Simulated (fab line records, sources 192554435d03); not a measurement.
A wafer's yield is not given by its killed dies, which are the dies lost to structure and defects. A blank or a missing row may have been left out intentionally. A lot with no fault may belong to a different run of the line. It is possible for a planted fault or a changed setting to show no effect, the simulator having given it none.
Comparing a struck lot with a sound one -- flow n5Finfet -- 39 steps out of a route of 1938
Sound: the wafers L468.1, L468.2, L468.4. Wafers L466.2, L466.3, L466.4 were the ones struck. The cause is named last.
Order at every step that has rows: each side's tool, ch and its chambers, its first start. Under that, the readings that differ: sound wafers -- struck wafers -- difference of the means -- sigmas: that difference in standard deviations of wafers without a fault.
alike: readings whose means differ by less than 2 such deviations, and words and numbers that are the same on both sides. not compared: withheld readings, readings that some wafer has no value for, bounds like >300 that may hide the same value, and numbers for which the record gives no deviation and whose values overlap.
The two part at a step that has a row with sigmas, a row that says differs or no value, or rows on one side only. Non-overlapping numbers with no deviation appear without sigmas and do not part them. A reading missing from all wafers of one side parts the sides only when that side holds two or more wafers.

first, 9 steps without rows for these wafers: N5_BEOL_M4_ANNEAL_95 (time 240 s); N5_BEOL_M4_SPUTTER_96 (material Cu, target thk 4.5 nm, time 8.29 s); N5_BEOL_M4_ECD_50 (material Cu, target thk 300 nm); N5_BEOL_M4_ANNEAL_51 (time 90 s); N5_BEOL_M4_CMP_52 (polishes, stops on SiOC, t overpolish 6.8 s, target thk 40 nm); N5_BEOL_M4_PRE_CLEAN_60 (time 15 s); N5_BEOL_M4_CO_CAP_55 (material Co, precursor CCTBA/H2, target thk 2 nm, time 102.1 s); N5_BEOL_M4_PRE_CLEAN_56 (time 15 s); N5_BEOL_M4_DEP_57 (deposits SiCN from 3MS/NH3, target thk 8 nm, time 14 s).
N5_BEOL_M4_RC_MEAS_101:
  sound on prober-01 ch 0, day 13 16:34; struck on prober-01 ch 0, day 14 05:07
  alike: DIBL_N, DIBL_P, IOFF_N, IOFF_P, ION_N, ION_P, SS_N, SS_P, VT_N, VT_P
then, 24 steps without rows for these wafers: N5_BEOL_M5_ILD_DEP_00 (deposits SiCOH lowk from DEMS/porogen, target thk 140.64 nm, time 25.9 s); N5_BEOL_M5_CURE_79 (cures SiCOH lowk, time 240 s); N5_BEOL_M5_PECVD_70 (deposits SiO2 from TEOS/O2, target thk 16 nm, time 18 s); N5_BEOL_M5_HM_DEP_02 (deposits TiN, target thk 20 nm); N5_BEOL_M5_COAT_59 (time 60 s, resist thk 60 nm); N5_BEOL_M5_COAT_60 (time 60 s, resist thk 12 nm); N5_BEOL_M5_COAT_71 (time 60 s, resist thk 5 nm); N5_BEOL_M5_COAT_05 (resist thk 30 nm); N5_BEOL_M5_EBR_07; N5_BEOL_M5_SOFTBAKE_06 (time 60 s); N5_BEOL_M5_EXPOSE_08 (exposes mask M5, target cd 28 nm); N5_BEOL_M5_PEB_09 (peb time 60 s); N5_BEOL_M5_DEVELOP_10 (develop time 30 s); N5_BEOL_M5_DESCUM_16 (chemistry O2, time 7 s); N5_BEOL_M5_ETCH_72 (etches underlayer in N2/H2, target depth 6.5 nm, time 5.2 s); N5_BEOL_M5_ETCH_61 (etches SiARC in CF4, target depth 15.6 nm, time 26 s); N5_BEOL_M5_ETCH_62 (etches SOC in N2/H2, target depth 75 nm, overetch 15 nm, time 112.5 s); N5_BEOL_M5_STRIP_63 (strips in N2/H2); N5_BEOL_M5_STRIP_73 (strips in N2/H2); N5_BEOL_M5_STRIP_64 (strips in CF4); N5_BEOL_M5_HM_OPEN_17 (chemistry Cl2/BCl3, target TiN, target depth 20 nm, overetch 6 nm); N5_BEOL_M5_STRIP_19 (strips in O2); N5_BEOL_M5_COAT_65 (time 60 s, resist thk 60 nm); N5_BEOL_M5_COAT_66 (time 60 s, resist thk 12 nm).
-- the record jumps here: 3 days lie between the struck wafers' starts before and after (it left off in module BEOL_M5 and takes up again in module BEOL_M15, whose first step shown is number 1773 of the route) --
N5_BEOL_M15_ILD_DEP_00: deposits SiO2 from TEOS/O2, target thk 1629.3 nm, time 346.1 s.
  sound on pecvd-03 ch 0,2, day 17 00:25; struck on pecvd-04 ch 0,2, day 17 15:38
  alike: heaterPowerW, showerheadPlenumPTorr, throttleValvePct
N5_BEOL_M15_THK_MEAS_01:
  struck on filmMetro-01, day 17 15:59; sound on filmMetro-02, day 17 00:40
reading,sound,struck,difference,sigmas
M15_ILD_THK (nm),1631 1610 1645,1299 1294 1348,-315,-12
N5_BEOL_M15_THK_MEAS_50: measures by xrf.
  struck on filmMetro-02, day 17 22:31; sound on filmMetro-02, day 17 05:25
  not compared: M15_THK
N5_BEOL_M15_RS_MEAS_54: uses a four-point probe to measure.
  struck on filmMetro-02, day 17 22:40; sound on filmMetro-02, day 17 05:33
  not compared: M15_RS
N5_PASSIVATION_PROBE_49:
  struck on prober-01, day 18 13:55; sound on prober-01, day 17 21:47
reading,sound,struck,difference,sigmas
defectLimitedYield (%),92.1 90.0 91.6,61.8 60.8 63.2,-29.3,-20
killed_at_M4_up,17 15 21,380 369 332,+343,+62
killedDies,93 118 99,451 462 434,+346,+20
sort_bin_5_function (%),4.5 4.7 5.5,34.7 35.5 32.0,+29.2,+29
sortNPass,1087 1062 1081,729 718 746,-346,-20
sortYieldPct (%),92.1 90.0 91.6,61.8 60.8 63.2,-29.3,-20
  alike: killed_at_M0_to_M3, killedAtContacts, killedAtFrontEnd, killedAtOther, killedOpen, killedShort, sort_bin_6_memory

## WHERE THEY PART
Last at N5_PASSIVATION_PROBE_49 as far as this record goes, first at N5_BEOL_M15_THK_MEAS_01.

WHY: the cause the simulator had injected
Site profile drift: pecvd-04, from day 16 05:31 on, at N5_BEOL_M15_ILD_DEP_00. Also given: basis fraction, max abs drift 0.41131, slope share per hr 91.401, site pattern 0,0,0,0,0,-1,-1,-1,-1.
